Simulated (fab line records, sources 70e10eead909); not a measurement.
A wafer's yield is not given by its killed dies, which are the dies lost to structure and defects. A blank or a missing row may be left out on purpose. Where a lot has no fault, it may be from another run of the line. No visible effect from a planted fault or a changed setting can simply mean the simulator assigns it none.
fab line records	flow nandHarc
record: lots: 7	wafers: 21	lastDay: 32
route steps=1302 shown A_STAIRCASE@727 END@1302
lots that met no fault: taken from a fault-free run of the same line
startH: the number of hours between the record's first day and the start of the first shown wafer of the lot	waitH: hours since the lot's step before	" as in the row above	L1.1+2: a single row standing in for several wafers	- no value present, or no start provided	* or withheld: withheld	< > ~ a bound
route shown NAME@n: NAME is a module with steps in the file, n the number in the route of the first one	usual: mean and standard deviation over wafers with no fault	same: alike in all rows	chamber/n: place in a boat	sites: readings site by site	_std_site: the values' standard deviation	_edge_site: outer sites' mean less inner sites'	radiusMm: how far each site lies from the wafer's centre	mask NAME#n: copy n	behind: the last tool/chamber to shape the wafer	hold: why the lot went on hold/how many hours it stayed there/how the hold came to an end	device: whichever transistor did not switch (one of n, p or np)	end of line: the tests these same wafers got at the end of their route	a step with no rows: only its recipe	killed: dies that structure and defects cost at the first sort, which is not the same as the wafer's yield	map: the dies of a wafer, with x for killed, . for not killed, _ for no die there
set.NAME: setting as actually run; set.NAME@STEP: the setting as run at that earlier step	model.NAME: the simulator's own value behind a step, which no gauge read
lots seen at some steps along the route; tables by step, rows by wafer
services: when a tool's chamber went out of use (startH, in hours from the record's first day, below 0 if earlier), for how many hours, and the reason
== steps ==
step: NHARC_A_STAIRCASE_EBR_213
step: NHARC_A_STAIRCASE_EXPOSE_214
recipe: na: 0.5	doseMj: 31.26	maskId: STAIR_3
step: NHARC_A_STAIRCASE_PEB_215
recipe: pebTempC: 115	pebTimeS: 130
step: NHARC_A_STAIRCASE_DEVELOP_216
recipe: timeS: 140
step: NHARC_A_STAIRCASE_HARDBAKE_218
recipe: tempC: 120	timeS: 140
step: NHARC_A_STAIRCASE_DESCUM_219
recipe: timeS: 3	o2FlowSccm: 200	arFlowSccm: 0	biasPowerW: 0	chemistry: O2
usual: drypumpMotorCurrentA: 5.7/0.5	oesProductAu: 1.003/0.011	rfVppV: 57.9/0.88	showerheadPlenumPTorr: 1.95/0.078	throttleValvePct: 11.311/0.0086
lot.wafer	tool	chamber	startH	waitH	drypumpMotorCurrentA	oesProductAu	rfHoursCounterH	rfVppV	showerheadPlenumPTorr	throttleValvePct
L937.2	rieDiel-01	1	381.04	-	5.7	0.985	59	56.5	1.97	11.312
L937.6	"	0	"	"	5.0	1.008	-	57.4	2.04	11.325
L937.5	"	1	"	"	5.7	1.003	-	57.1	1.97	11.302
L943.4	rieDiel-01	2	447.44	-	6.5	1.006	17	56.3	1.87	11.308
L943.1	"	3	"	"	5.3	0.999	18	57.1	1.94	11.314
L943.5	"	0	"	"	5.1	1.012	-	57.3	2.03	11.317
L944.1	rieDiel-01	3	460.79	-	5.3	1.006	24	56.9	1.94	11.314
L944.2	"	1	"	"	5.7	1.013	21	57.4	1.96	11.330
L944.6	"	0	"	"	5.1	1.018	-	58.4	2.03	11.313
L945.3	rieDiel-01	0	461.86	-	5.1	1.008	23	57.7	2.03	11.294
L945.6	"	1	"	"	5.7	0.996	-	56.8	1.96	11.303
L945.5	"	2	"	"	6.6	0.988	-	58.3	1.87	11.315
L949.4	rieDiel-01	1	500.97	-	5.7	0.999	32	57.9	1.96	11.305
L949.5	"	0	"	"	5.1	1.013	-	57.5	2.03	11.309
L949.6	"	1	"	"	5.7	1.005	-	57.7	1.96	11.318
L953.4	rieDiel-01	3	547.80	-	5.3	1.012	55	57.9	1.93	11.317
L953.2	"	0	"	"	5.1	1.007	51	58.7	2.02	11.294
L953.5	"	2	"	"	6.5	1.007	-	56.4	1.86	11.322
L954.1	rieDiel-13	3	563.94	-	5.9	0.991	13	58.7	2.05	11.315
L954.2	"	0	"	"	5.9	1.002	12	57.8	2.02	11.319
L954.6	"	2	"	"	5.4	0.975	-	57.3	1.82	11.324
step: NHARC_A_STAIRCASE_TRIM_220
recipe: timeS: 211.2	o2FlowSccm: 500	arFlowSccm: 0	biasW: 0	chemistry: O2
usual: drypumpMotorCurrentA: 5.7/0.5	oesProductAu: 1.004/0.0097	rfVppV: 58.0/0.83	showerheadPlenumPTorr: 3.58/0.13	throttleValvePct: 17.036/0.0088
same: biasW: 0
lot.wafer	tool	chamber	startH	waitH	drypumpMotorCurrentA	oesProductAu	rfHoursCounterH	rfVppV	showerheadPlenumPTorr	throttleValvePct
L937.2	rieDiel-01	3	381.15	0.1	5.3	1.002	58	59.3	3.58	17.037
L937.6	"	1	"	"	5.7	0.991	-	58.4	3.62	17.028
L937.5	"	2	"	"	6.5	1.009	-	56.6	3.46	17.041
L943.1	rieDiel-01	0	447.53	0.1	5.1	1.016	16	58.1	3.73	17.028
L943.4	"	1	"	"	5.7	0.998	15	57.6	3.61	17.037
L943.5	"	3	"	"	5.4	1.000	-	56.2	3.57	17.032
L944.1	rieDiel-01	0	460.89	0.1	5.1	1.012	23	57.5	3.73	17.033
L944.2	"	1	"	"	5.7	1.007	21	57.0	3.61	17.038
L944.6	"	3	"	"	5.3	0.992	-	58.1	3.57	17.033
L945.3	rieDiel-01	0	462.07	0.2	5.1	1.025	23	59.9	3.73	17.047
L945.5	"	1	"	"	5.7	1.011	-	56.5	3.61	17.022
L945.6	"	2	"	"	6.5	1.003	-	58.0	3.45	17.046
L949.4	rieDiel-01	0	501.06	0.1	5.1	1.020	34	58.9	3.72	17.040
L949.6	"	3	"	"	5.3	1.012	-	58.4	3.56	17.036
L949.5	"	0	"	"	5.1	1.020	-	58.9	3.72	17.033
L953.2	rieDiel-01	2	547.88	0.1	6.5	0.997	54	57.1	3.43	17.031
L953.4	"	1	"	"	5.7	1.003	52	57.2	3.59	17.046
L953.5	"	3	"	"	5.4	1.007	-	58.7	3.55	17.032
L954.2	rieDiel-13	0	564.04	0.1	5.9	0.989	12	59.7	3.70	17.033
L954.1	"	1	"	"	6.5	0.992	13	58.7	3.77	17.041
L954.6	"	3	"	"	5.9	0.992	-	59.0	3.77	17.022
step: NHARC_A_STAIRCASE_ETCH_221
recipe: targetDepthA: 1000	timeS: 40.5	ionEnergyEv: 400	c4f8FlowSccm: 20	o2FlowSccm: 10	arFlowSccm: withheld	rfW: 600	biasW: 1000	chemistry: C4F8/O2
usual: biasW: 1000.0/2.8	chamberPressureMTorr: 25.000/0.022	oesProductAu: 0.944/0.014	rfVppV: 898/4.8
lot.wafer	tool	chamber	startH	waitH	biasW	chamberPressureMTorr	oesProductAu	rfHoursCounterH	rfVppV
L937.2	rieDiel-01	1	-	-	1000.3	25.009	0.950	60	898
L937.5	"	1	"	"	997.5	25.007	0.939	-	899
L937.6	"	2	"	"	1002.5	24.988	0.955	-	894
L943.4	rieDiel-01	1	-	-	1002.0	25.015	0.948	15	899
L943.1	"	0	"	"	999.2	24.983	0.959	16	905
L943.5	"	2	"	"	1001.6	24.998	0.956	-	893
L944.2	rieDiel-01	2	-	-	994.9	24.996	0.952	22	892
L944.1	"	3	"	"	1000.3	25.016	0.935	24	898
L944.6	"	0	"	"	999.8	24.998	0.945	-	903
L945.3	rieDiel-01	3	-	-	1006.8	25.015	0.930	25	898
L945.6	"	2	"	"	1000.7	24.965	0.937	-	893
L945.5	"	3	"	"	1004.3	25.000	0.936	-	897
L949.4	rieDiel-01	0	-	-	1003.8	25.002	0.943	34	903
L949.5	"	1	"	"	1001.5	25.012	0.949	-	899
L949.6	"	2	"	"	1000.2	25.009	0.952	-	894
L953.2	rieDiel-01	3	-	-	999.7	24.973	0.957	55	898
L953.4	"	1	"	"	997.1	24.984	0.939	52	899
L953.5	"	3	"	"	1002.6	25.029	0.955	-	897
L954.1	rieDiel-13	3	-	-	999.4	24.979	0.936	13	905
L954.2	"	1	"	"	997.5	25.004	0.943	13	904
L954.6	"	3	"	"	1003.7	25.003	0.943	-	905
step: NHARC_A_STAIRCASE_TRIM_222
recipe: timeS: 211.2	o2FlowSccm: 500	arFlowSccm: 0	biasW: 0	chemistry: O2
usual: drypumpMotorCurrentA: 5.8/0.5	oesProductAu: 1.002/0.01	rfVppV: 57.8/0.9	showerheadPlenumPTorr: 3.58/0.13	throttleValvePct: 17.036/0.009
same: biasW: 0
lot.wafer	tool	chamber	startH	waitH	drypumpMotorCurrentA	oesProductAu	rfHoursCounterH	rfVppV	showerheadPlenumPTorr	throttleValvePct
L937.2	rieDiel-01	3	-	-	5.3	0.990	58	57.6	3.58	17.049
L937.6	"	1	"	"	5.7	0.999	-	58.5	3.62	17.043
L937.5	"	2	"	"	6.5	0.994	-	57.0	3.46	17.034
L943.4	rieDiel-01	1	-	-	5.7	1.004	15	58.2	3.61	17.034
L943.1	"	2	"	"	6.5	1.000	17	57.1	3.45	17.033
L943.5	"	2	"	"	6.5	0.989	-	57.7	3.46	17.038
L944.1	rieDiel-01	3	-	-	5.4	1.002	24	57.1	3.57	17.039
L944.2	"	1	"	"	5.7	0.998	21	56.3	3.61	17.037
L944.6	"	3	"	"	5.4	1.004	-	57.3	3.57	17.042
L945.3	rieDiel-01	3	-	-	5.4	1.005	25	57.3	3.57	17.034
L945.5	"	3	"	"	5.4	0.994	-	59.6	3.57	17.049
L945.6	"	0	"	"	5.1	1.012	-	59.2	3.73	17.046
L949.4	rieDiel-01	1	-	-	5.7	0.998	32	58.0	3.60	17.017
L949.5	"	1	"	"	5.7	1.006	-	58.1	3.60	17.039
L949.6	"	2	"	"	6.6	1.001	-	57.1	3.45	17.045
L953.4	rieDiel-01	2	-	-	6.6	0.992	54	57.7	3.43	17.042
L953.2	"	3	"	"	5.4	1.005	55	56.5	3.55	17.044
L953.5	"	2	"	"	6.6	0.994	-	57.9	3.43	17.032
L954.1	rieDiel-13	0	-	-	5.9	0.998	14	56.6	3.70	17.051
L954.2	"	1	"	"	6.5	0.984	15	58.5	3.77	17.046
L954.6	"	3	"	"	5.9	1.002	-	58.1	3.76	17.041
step: NHARC_A_STAIRCASE_ETCH_223
recipe: targetDepthA: 1000	timeS: 40.5	ionEnergyEv: 400	c4f8FlowSccm: 20	o2FlowSccm: 10	arFlowSccm: withheld	rfW: 600	biasW: 1000	chemistry: C4F8/O2
usual: biasW: 1000/3.3	chamberPressureMTorr: 25.002/0.022	oesProductAu: 0.945/0.012	rfVppV: 898/4.9
lot.wafer	tool	chamber	startH	waitH	biasW	chamberPressureMTorr	oesProductAu	rfHoursCounterH	rfVppV
L937.2	rieDiel-01	3	-	-	1003	24.998	0.961	58	898
L937.6	"	0	"	"	1006	24.985	0.946	-	902
L937.5	"	1	"	"	1000	24.992	0.945	-	900
L943.1	rieDiel-01	0	-	-	1003	24.988	0.959	16	903
L943.4	"	2	"	"	1000	25.028	0.956	17	894
L943.5	"	0	"	"	999	24.988	0.956	-	904
L944.2	rieDiel-01	2	-	-	1001	24.997	0.960	22	893
L944.1	"	0	"	"	999	24.980	0.960	23	904
L944.6	"	2	"	"	1006	24.984	0.951	-	894
L945.3	rieDiel-01	2	-	-	998	25.026	0.932	23	893
L945.5	"	3	"	"	1002	24.995	0.938	-	896
L945.6	"	0	"	"	1003	24.960	0.940	-	904
L949.4	rieDiel-01	1	-	-	998	25.023	0.941	32	900
L949.5	"	2	"	"	994	24.954	0.949	-	894
L949.6	"	3	"	"	1007	25.003	0.971	-	897
L953.4	rieDiel-01	3	-	-	998	24.991	0.954	55	896
L953.2	"	2	"	"	1001	25.023	0.941	54	892
L953.5	"	3	"	"	998	24.989	0.956	-	896
L954.1	rieDiel-13	2	-	-	1002	24.991	0.924	20	890
L954.2	"	3	"	"	1003	25.011	0.939	17	905
L954.6	"	2	"	"	1003	25.021	0.931	-	890
step: NHARC_A_STAIRCASE_TRIM_224
recipe: timeS: 211.2	o2FlowSccm: 500	arFlowSccm: 0	biasW: 0	chemistry: O2
step: NHARC_A_STAIRCASE_ETCH_225
recipe: targetDepthA: 1000	timeS: 40.5	ionEnergyEv: 400	c4f8FlowSccm: 20	o2FlowSccm: 10	arFlowSccm: withheld	rfW: 600	biasW: 1000	chemistry: C4F8/O2
usual: biasW: 999.9/3	chamberPressureMTorr: 25.003/0.023	oesProductAu: 0.945/0.011	rfVppV: 898/4.9
lot.wafer	tool	chamber	startH	waitH	biasW	chamberPressureMTorr	oesProductAu	rfHoursCounterH	rfVppV
L937.2	rieDiel-01	2	381.74	-	999.0	25.002	0.951	58	895
L937.6	"	1	"	"	999.4	25.003	0.935	-	900
L937.5	"	2	"	"	999.6	24.994	0.944	-	894
L943.4	rieDiel-01	1	448.13	-	-	-	-	-	-
L943.1	"	3	"	"	-	-	-	-	-
L943.5	"	0	"	"	-	-	-	-	-
L944.1	rieDiel-01	3	461.49	-	-	-	-	-	-
L944.2	"	0	"	"	-	-	-	-	-
L944.6	"	0	"	"	-	-	-	-	-
L945.3	rieDiel-01	2	462.74	-	-	-	-	-	-
L945.6	"	3	"	"	-	-	-	-	-
L945.5	"	0	"	"	-	-	-	-	-
L949.4	rieDiel-01	0	501.67	-	1000.9	24.979	0.964	34	904
L949.5	"	2	"	"	997.8	24.998	0.942	-	892
L949.6	"	3	"	"	999.4	24.976	0.965	-	895
L953.2	rieDiel-01	0	548.50	-	1004.5	24.974	0.962	51	904
L953.4	"	2	"	"	1003.6	24.987	0.947	54	892
L953.5	"	3	"	"	998.7	25.018	0.961	-	896
L954.2	rieDiel-13	2	567.61	-	999.1	24.994	0.930	20	890
L954.1	"	3	"	"	1003.9	24.965	0.934	18	904
L954.6	"	0	"	"	1000.2	24.988	0.930	-	903
step: NHARC_A_STAIRCASE_TRIM_226
recipe: timeS: 211.2	o2FlowSccm: 500	arFlowSccm: 0	biasW: 0	chemistry: O2
step: NHARC_END_SORT_01
recipe: tempC: 25
usual: killedAtArray: 56/20	killedAtOther: 0.9/1.1	killedAtPeriphery: 3.7/3	killedDies: 61/21	killedOpen: 2.9/1.6	killedShort: 2.6/1.4
same: grossDies: 677
lot.wafer	tool	chamber	startH	waitH	killedAtArray	killedAtOther	killedAtPeriphery	killedDies	killedOpen	killedShort
L943.1	prober-01	0	640.07	2.5	676	0	1	677	4	3
L943.4	prober-01	0	642.47	3.4	674	0	3	677	3	3
L943.5	prober-01	0	643.26	3.7	675	0	2	677	3	1
L944.1	prober-01	0	661.87	2.5	671	0	6	677	2	2
L944.2	prober-01	0	662.66	2.8	672	2	3	677	3	4
L944.6	prober-01	0	665.82	3.9	668	1	8	677	5	1
L945.3	prober-02	0	670.47	3.1	670	1	6	677	4	2
L945.5	prober-02	0	672.06	3.7	668	2	7	677	1	2
L945.6	prober-02	0	672.86	4.0	671	0	6	677	5	2
L949.4	prober-01	0	696.75	3.4	90	2	10	102	3	6
L949.5	prober-01	0	697.55	3.7	64	0	6	70	6	2
L949.6	prober-01	0	698.35	4.0	73	0	7	80	4	3
killed by level:class
L943.1 A_STAIRCASE:areaEtch=642 A_CHANNEL_HOLE_D2:chamberFilmFlake=11 A_CONTACT:chamberFilmFlake=5 A_SGD_CUT:chamberFilmFlake=3 A_WL_FILL:chamberFilmFlake=3 A_CHANNEL_FILL_D1:chamberFilmFlake=2 A_ONON_D1:geometricParticle:open=1 A_CHANNEL_FILL_D1:geometricParticle:short=1
L943.4 A_STAIRCASE:areaEtch=619 A_CONTACT:chamberFilmFlake=21 A_CHANNEL_HOLE_D2:chamberFilmFlake=20 A_CHANNEL_HOLE_D1:chamberFilmFlake=5 A_SGD_CUT:chamberFilmFlake=2 P_GATE:geometricParticle:short=1 P_M0:geometricParticle:open=1 A_CHANNEL_FILL_D1:geometricParticle:short=1
L943.5 A_STAIRCASE:areaEtch=645 A_CONTACT:chamberFilmFlake=9 A_CHANNEL_HOLE_D2:chamberFilmFlake=6 A_CHANNEL_HOLE_D1:chamberFilmFlake=4 A_SGD_CUT:chamberFilmFlake=4 A_CHANNEL_FILL_D1:chamberFilmFlake=2 P_M2:geometricParticle:open=1 A_SOURCE_PLATE:geometricParticle:open=1
L944.1 A_STAIRCASE:areaEtch=636 A_CHANNEL_HOLE_D2:chamberFilmFlake=17 A_CHANNEL_HOLE_D1:chamberFilmFlake=9 P_M0:chamberFilmFlake=5 A_CONTACT:chamberFilmFlake=2 A_CHANNEL_FILL_D1:geometricParticle:short=1 A_WL_FILL:geometricParticle:open=1 A_WL_FILL:geometricParticle:short=1
L944.2 A_STAIRCASE:areaEtch=634 A_CHANNEL_HOLE_D2:chamberFilmFlake=13 A_CHANNEL_HOLE_D1:chamberFilmFlake=7 A_WL_FILL:chamberFilmFlake=4 A_CONTACT:chamberFilmFlake=4 P_M0:chamberFilmFlake=2 A_BONDPAD:chamberFilmFlake=2 THIN_TSV:chamberFilmFlake=2
L944.6 A_STAIRCASE:areaEtch=632 A_CHANNEL_HOLE_D2:chamberFilmFlake=16 A_CHANNEL_HOLE_D1:chamberFilmFlake=8 A_SLIT:chamberFilmFlake=3 P_GATE:chamberFilmFlake=2 P_M0:chamberFilmFlake=2 A_ZERO_WELL:chamberFilmFlake=2 A_CONTACT:chamberFilmFlake=2
L945.3 A_STAIRCASE:areaEtch=582 A_CHANNEL_HOLE_D1:chamberFilmFlake=32 A_SLIT:chamberFilmFlake=26 A_CHANNEL_HOLE_D2:chamberFilmFlake=13 A_CONTACT:chamberFilmFlake=5 P_GATE:chamberFilmFlake=3 A_STAIRCASE:chamberFilmFlake=3 A_BONDPAD:chamberFilmFlake=2
L945.5 A_STAIRCASE:areaEtch=591 A_SLIT:chamberFilmFlake=31 A_CHANNEL_HOLE_D1:chamberFilmFlake=17 A_CHANNEL_HOLE_D2:chamberFilmFlake=16 P_GATE:chamberFilmFlake=4 A_STAIRCASE:chamberFilmFlake=4 A_CONTACT:chamberFilmFlake=4 A_BONDPAD:chamberFilmFlake=3
L945.6 A_STAIRCASE:areaEtch=576 A_CHANNEL_HOLE_D1:chamberFilmFlake=34 A_SLIT:chamberFilmFlake=33 A_CHANNEL_HOLE_D2:chamberFilmFlake=15 A_CONTACT:chamberFilmFlake=6 P_GATE:geometricParticle:open=2 A_STAIRCASE:chamberFilmFlake=2 A_BONDPAD:chamberFilmFlake=2
L949.4 A_CHANNEL_HOLE_D1:chamberFilmFlake=34 A_SLIT:chamberFilmFlake=33 P_GATE:chamberFilmFlake=7 A_DECK1_JOINT:chamberFilmFlake=4 A_WL_FILL:chamberFilmFlake=4 A_CONTACT:chamberFilmFlake=4 A_WL_FILL:geometricParticle:short=2 A_CHANNEL_FILL_D2:chamberFilmFlake=2
L949.5 A_SLIT:chamberFilmFlake=32 A_CHANNEL_HOLE_D1:chamberFilmFlake=14 A_STAIRCASE:chamberFilmFlake=4 P_GATE:chamberFilmFlake=3 A_WL_FILL:chamberFilmFlake=3 A_BLC:geometricParticle:open=2 A_CHANNEL_FILL_D2:chamberFilmFlake=2 A_CONTACT:chamberFilmFlake=2
L949.6 A_SLIT:chamberFilmFlake=27 A_CHANNEL_HOLE_D1:chamberFilmFlake=27 P_GATE:chamberFilmFlake=5 A_STAIRCASE:chamberFilmFlake=4 A_ONON_D2:geometricParticle:short=2 A_CHANNEL_HOLE_D2:chamberFilmFlake=2 A_WL_FILL:chamberFilmFlake=2 A_CONTACT:chamberFilmFlake=2
map L943.1 (x killed, . not)
____________x____________
_________xxxxxxx_________
_______xxxxxxxxxxx_______
______xxxxxxxxxxxxx______
_____xxxxxxxxxxxxxxx_____
____xxxxxxxxxxxxxxxxx____
____xxxxxxxxxxxxxxxxx____
___xxxxxxxxxxxxxxxxxxx___
___xxxxxxxxxxxxxxxxxxx___
__xxxxxxxxxxxxxxxxxxxxx__
__xxxxxxxxxxxxxxxxxxxxx__
_xxxxxxxxxxxxxxxxxxxxxxx_
_xxxxxxxxxxxxxxxxxxxxxxx_
_xxxxxxxxxxxxxxxxxxxxxxx_
_xxxxxxxxxxxxxxxxxxxxxxx_
_xxxxxxxxxxxxxxxxxxxxxxx_
xxxxxxxxxxxxxxxxxxxxxxxxx
xxxxxxxxxxxxxxxxxxxxxxxxx
xxxxxxxxxxxxxxxxxxxxxxxxx
xxxxxxxxxxxxxxxxxxxxxxxxx
xxxxxxxxxxxxxxxxxxxxxxxxx
_xxxxxxxxxxxxxxxxxxxxxxx_
_xxxxxxxxxxxxxxxxxxxxxxx_
_xxxxxxxxxxxxxxxxxxxxxxx_
_xxxxxxxxxxxxxxxxxxxxxxx_
_xxxxxxxxxxxxxxxxxxxxxxx_
__xxxxxxxxxxxxxxxxxxxxx__
__xxxxxxxxxxxxxxxxxxxxx__
___xxxxxxxxxxxxxxxxxxx___
___xxxxxxxxxxxxxxxxxxx___
____xxxxxxxxxxxxxxxxx____
____xxxxxxxxxxxxxxxxx____
_____xxxxxxxxxxxxxxx_____
______xxxxxxxxxxxxx______
_______xxxxxxxxxxx_______
_________xxxxxxx_________
____________x____________
map L944.1 (x killed, . not)
____________x____________
_________xxxxxxx_________
_______xxxxxxxxxxx_______
______xxxxxxxxxxxxx______
_____xxxxxxxxxxxxxxx_____
____xxxxxxxxxxxxxxxxx____
____xxxxxxxxxxxxxxxxx____
___xxxxxxxxxxxxxxxxxxx___
___xxxxxxxxxxxxxxxxxxx___
__xxxxxxxxxxxxxxxxxxxxx__
__xxxxxxxxxxxxxxxxxxxxx__
_xxxxxxxxxxxxxxxxxxxxxxx_
_xxxxxxxxxxxxxxxxxxxxxxx_
_xxxxxxxxxxxxxxxxxxxxxxx_
_xxxxxxxxxxxxxxxxxxxxxxx_
_xxxxxxxxxxxxxxxxxxxxxxx_
xxxxxxxxxxxxxxxxxxxxxxxxx
xxxxxxxxxxxxxxxxxxxxxxxxx
xxxxxxxxxxxxxxxxxxxxxxxxx
xxxxxxxxxxxxxxxxxxxxxxxxx
xxxxxxxxxxxxxxxxxxxxxxxxx
_xxxxxxxxxxxxxxxxxxxxxxx_
_xxxxxxxxxxxxxxxxxxxxxxx_
_xxxxxxxxxxxxxxxxxxxxxxx_
_xxxxxxxxxxxxxxxxxxxxxxx_
_xxxxxxxxxxxxxxxxxxxxxxx_
__xxxxxxxxxxxxxxxxxxxxx__
__xxxxxxxxxxxxxxxxxxxxx__
___xxxxxxxxxxxxxxxxxxx___
___xxxxxxxxxxxxxxxxxxx___
____xxxxxxxxxxxxxxxxx____
____xxxxxxxxxxxxxxxxx____
_____xxxxxxxxxxxxxxx_____
______xxxxxxxxxxxxx______
_______xxxxxxxxxxx_______
_________xxxxxxx_________
____________x____________
== services ==
tool	chamber	startH	hours	kind
rieDiel-01	0	362.01	-	clean
rieDiel-01	1	362.01	-	clean
rieDiel-01	2	362.01	-	clean
rieDiel-01	3	362.01	-	clean
rieDiel-01	-	382.24	9.0	pm
rieDiel-01	0	382.24	9.0	ventCycle
rieDiel-01	1	382.24	9.0	ventCycle
rieDiel-01	2	382.24	9.0	ventCycle
rieDiel-01	3	382.24	9.0	ventCycle
rieDiel-01	0	391.24	-	clean
rieDiel-01	1	391.24	-	clean
rieDiel-01	2	391.24	-	clean
rieDiel-01	3	391.24	-	clean
rieDiel-01	0	415.82	-	clean
rieDiel-01	1	415.82	-	clean
rieDiel-01	2	415.82	-	clean
rieDiel-01	3	415.82	-	clean
rieDiel-01	0	440.55	-	clean
rieDiel-01	1	440.55	-	clean
rieDiel-01	2	440.55	-	clean
rieDiel-01	3	440.55	-	clean
rieDiel-13	-	519.07	9.0	pm
rieDiel-13	3	543.83	9.8	repair
rieDiel-01	-	559.24	9.0	pm
== key ==
firstSign: step: NHARC_A_STAIRCASE_ETCH_225	reading: toolRecord	direction: missing
effect: step: NHARC_END_SORT_01	reading: killedAtArray	direction: up	sigmas: 30	usual: 56	struck: 672
moreKillsBornAt: NHARC_A_STAIRCASE_ETCH_225@rieDiel-01: 5554
metAt NHARC_A_STAIRCASE_ETCH_225
struckWafers L943.1,L943.4,L943.5,L944.1,L944.2,L944.6,L945.3,L945.5,L945.6
laterRowsLeftOut L943.1,L943.4,L943.5,L944.1,L944.2,L944.6,L945.3,L945.5,L945.6
testerLeftOut L943,L944,L945
onsetBetween 381.74 448.13
fault: kind: skippedStepWhole	tool: rieDiel-01	chamber: -	onsetH: 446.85	steps: NHARC_A_STAIRCASE_ETCH_225	scope: struckLotsOnly
testerLeftOut: of these lots the tester's yield and bins aren't shown, on N5 and GAA mostly nor the transistor test; their killed dies are dies lost to structure and defects alone, not to doping, threshold or leakage, so they don't give the yield
laterRowsLeftOut: the simulator's readings of these wafers behind a module that went badly wrong aren't trusted and aren't shown, but for the sort
